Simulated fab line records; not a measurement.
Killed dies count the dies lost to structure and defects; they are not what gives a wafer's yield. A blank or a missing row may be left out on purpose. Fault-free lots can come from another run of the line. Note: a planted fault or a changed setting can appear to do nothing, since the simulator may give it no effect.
Chamber matching -- flow n5Finfet -- N5_BEOL_M9_CURE_71 on uvCure-03: 3 sister chambers
The step cures SiCOH lowk, time 240 s. 6 wafers are shown with their chamber, then 11 later ones without.

== EACH WAFER AND ITS CHAMBER ==
wafer,chamber,wafer_temp_C_max,lampPowerPct (%)
L080.6,1,387.5,52.20
L085.2,2,385.9,52.36
L085.6,2,386.6,52.34
L087.5,0,387.1,52.36
L087.6,0,387.0,52.34
L089.2,1,387.7,52.28

== WAFERS WITHOUT THEIR CHAMBER ==
wafer,wafer_temp_C_max,lampPowerPct (%)
L089.4,387.1,52.35
L089.5,387.5,52.27
L093.1,386.9,52.32
L093.2,386.4,52.25
L093.5,386.3,52.33
L094.1,387.6,52.37
L094.5,387.6,52.38
L094.6,387.2,52.28
L097.2,386.9,52.25
L097.4,386.8,52.27
L097.5,386.3,52.29

== WHICH CHAMBER EACH WENT THROUGH ==
wafer,from the rows above,in truth
L089.4,0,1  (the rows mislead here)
L089.5,can't be placed: 1 or 0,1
L093.1,can't be placed: 0 or 2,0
L093.2,can't be placed: 2 or 0 or 1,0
L093.5,can't be placed: 2 or 0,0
L094.1,can't be placed: 0 or 1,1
L094.5,0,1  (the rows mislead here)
L094.6,can't be placed: 1 or 0 or 2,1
L097.2,can't be placed: 1 or 0 or 2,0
L097.4,can't be placed: 0 or 1 or 2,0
L097.5,can't be placed: 2 or 0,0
Correctly placed: 0 of 11. From these rows, 9 cannot be placed; in 9 the true chamber is one of the candidates. 2 placed wrongly.
How it was worked out, from the rows above alone: a wafer's distance from a chamber is the root of the sum, over the readings, of the square of ((its reading less the chamber's mean) divided by the reading's scatter). The wafer belongs to the nearest chamber; if the next one is less than 2 further off, it can't be placed. For every chamber, the mean is computed from those of its wafers that are shown. The scatter: the root of (the sum of the squares of (reading less its chamber's mean) over the shown wafers, divided by (wafers less chambers)).
